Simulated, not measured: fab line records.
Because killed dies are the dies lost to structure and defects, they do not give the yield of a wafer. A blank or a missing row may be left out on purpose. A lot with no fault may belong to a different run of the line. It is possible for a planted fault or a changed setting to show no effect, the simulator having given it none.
Comparing a struck lot with a sound one / flow nand_harc / 14 out of 1159 route steps
Sound: the wafers L514.2, L514.3, L514.4. The struck wafers were L508.1, L508.3, L508.5. The cause is given at the end.
Each step with rows lists, per side, the tool, then ch with its chambers, then its first start. Under that, the readings that differ: sound wafers / struck wafers / difference of the means / sigmas: that difference in standard deviations of wafers without a fault.
alike: words and numbers the same on both sides, and readings whose means are apart by under 2 such deviations; not compared: readings that were withheld, readings missing a value for some wafer, numbers with overlapping values and no deviation given by the record, and bounds like >300 which may hide the same value.
Wherever a step has rows on one side only, a row that says differs or no value, or a row with sigmas, the two part there. Numbers that have no deviation but don't overlap get no sigmas and don't part them. A reading missing from all wafers of one side parts the sides only when that side holds two or more wafers.

first, 7 steps without rows for these wafers: NHARC_A_M1_COAT_34 (time 65 s); NHARC_A_M1_COAT_03 (resist thk 90 nm); NHARC_A_M1_SOFTBAKE_04 (time 55 s); NHARC_A_M1_EBR_05; NHARC_A_M1_EXPOSE_06 (exposes mask A M1, target cd 120 nm); NHARC_A_M1_PEB_07 (peb time 65 s); NHARC_A_M1_DEVELOP_08 (develop time 35 s).
NHARC_A_M1_CD_MEAS_09: target cd 120 nm.
  sound on cd_sem-01 ch 0, day 22 09:19; struck on cd_sem-03 ch 0, day 22 12:01
  alike: cd_nm
NHARC_A_M1_OVL_MEAS_10: pitch 240 nm.
  sound on overlay-01 at day 22 09:25; struck on overlay-01 at day 22 12:06
  alike: overlay_x_nm, overlay_y_nm
NHARC_A_M1_INSPECT_11:
  sound on defect_inspect-01 at day 22 09:26; struck on defect_inspect-01 at day 22 12:08
  alike: raw_defect_count
NHARC_A_M1_DESCUM_14: chemistry O2, time 3 s.
  sound on rie_diel-03 ch 0,1,2, day 22 09:30; struck on rie_diel-03 ch 0,1,3, day 22 12:13
  alike: drypump_motor_current_A, oes_product_au, rf_vpp_V, showerhead_plenum_p_Torr, throttle_valve_pct
  not compared: rf_hours_counter_h
NHARC_A_M1_ETCH_35: etches the open film in N2/H2, target depth 40 nm, overetch 12 nm, time 43.94 s.
  sound on rie_diel-03 ch 1,2,3, day 22 09:35; struck on rie_diel-03 ch 0,2,3, day 22 12:17
  alike: bias_w, chamber_pressure_mTorr, drypump_motor_current_A, oes_product_au, rf_vpp_V, showerhead_plenum_p_Torr, throttle_valve_pct
  not compared: rf_hours_counter_h
NHARC_A_M1_ETCH_15: etches the open film in C4F8/Ar, target depth 182.5 nm, time 91.2 s.
  sound on rie_diel-03 ch 0,2,3, day 22 09:41; struck on rie_diel-03 ch 1,3, day 22 12:22
  no value came back on the struck wafers for any of 5 readings (bias_w (W), chamber_pressure_mTorr (mTorr) and others); on the sound wafers bias_w (W) reads 299.1 300.8 299.6
NHARC_A_M1_CD_MEAS_16:
  sound on cd_sem-02 at day 22 09:49; struck on cd_sem-03 at day 22 12:30
  alike: cd_nm

== WHERE THEY PART ==
NHARC_A_M1_ETCH_15 only, going by this record. Later steps at which nothing parts them and some readings are alike: NHARC_A_M1_CD_MEAS_16.

WHY: what the simulator had put in
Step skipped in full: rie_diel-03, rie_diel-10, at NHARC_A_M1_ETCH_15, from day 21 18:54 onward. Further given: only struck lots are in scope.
